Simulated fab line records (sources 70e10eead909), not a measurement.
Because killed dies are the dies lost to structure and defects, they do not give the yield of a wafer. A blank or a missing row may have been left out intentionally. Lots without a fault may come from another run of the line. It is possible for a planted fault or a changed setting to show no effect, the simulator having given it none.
Matching of chambers -- flow nandHarc -- 4 sister chambers for NHARC_A_CHANNEL_FILL_D1_ALD_02 on aldHk-03
The step deposits SiO2, target thk 6 nm, pulse time 10 s, ald cycles 60. 18 wafers are shown with their chamber, then 9 later ones without.

## EACH WAFER AND ITS CHAMBER
wafer,chamber,heaterPowerW (W),precursorPulseHeightRel
L075.1,0,387,0.997
L075.2,1,425,1.032
L075.5,3,496,1.002
L078.1,2,439,0.981
L078.2,0,396,1.006
L078.3,1,413,1.024
L080.3,2,432,0.992
L080.4,1,427,1.027
L080.5,3,507,1.006
L081.1,2,425,1.014
L081.2,0,384,1.003
L081.6,2,425,0.971
L086.1,0,379,0.977
L086.2,2,444,0.981
L086.4,1,437,0.981
L091.1,3,505,1.044
L091.2,1,405,1.007
L091.3,0,391,1.031

SIGNATURES (averages over the wafers above)
reading,chamber 0,chamber 1,chamber 2,chamber 3,scatter within a chamber
heaterPowerW,387.40,421.40,433.00,502.67,9.07
precursorPulseHeightRel,1.00280,1.01420,0.98780,1.01733,0.0196
Rule: a wafer's distance from a chamber is the root of the sum, over the readings, of the square of ((its reading less the chamber's mean) divided by the reading's scatter). If the next closest chamber is less than 2 further off than the closest, the wafer can't be placed; otherwise it belongs to the closest. The scatter is the square root of a quotient: the sum, over the shown wafers, of each reading's squared deviation from its chamber's mean, divided by wafers minus chambers.

## WAFERS WHOSE CHAMBER IS MISSING
wafer,heaterPowerW (W),precursorPulseHeightRel
L092.1,441,0.990
L092.4,427,0.995
L092.5,447,1.018
L093.2,506,0.990
L093.4,391,1.004
L093.6,428,0.996
L097.1,429,0.998
L097.4,395,1.031
L097.5,388,1.007

## WHICH CHAMBER EACH WENT THROUGH
wafer,from the rows above,in truth
L092.1,can't be placed: 2 or 1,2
L092.4,can't be placed: 2 or 1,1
L092.5,can't be placed: 2 or 1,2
L093.2,3,3
L093.4,0,0
L093.6,can't be placed: 2 or 1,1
L097.1,can't be placed: 2 or 1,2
L097.4,can't be placed: 0 or 1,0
L097.5,0,0
Placed correctly: 3 of 9. Cannot be placed on the basis of these rows: 6; the candidates contain the true chamber in 6. Wrongly placed: 0.
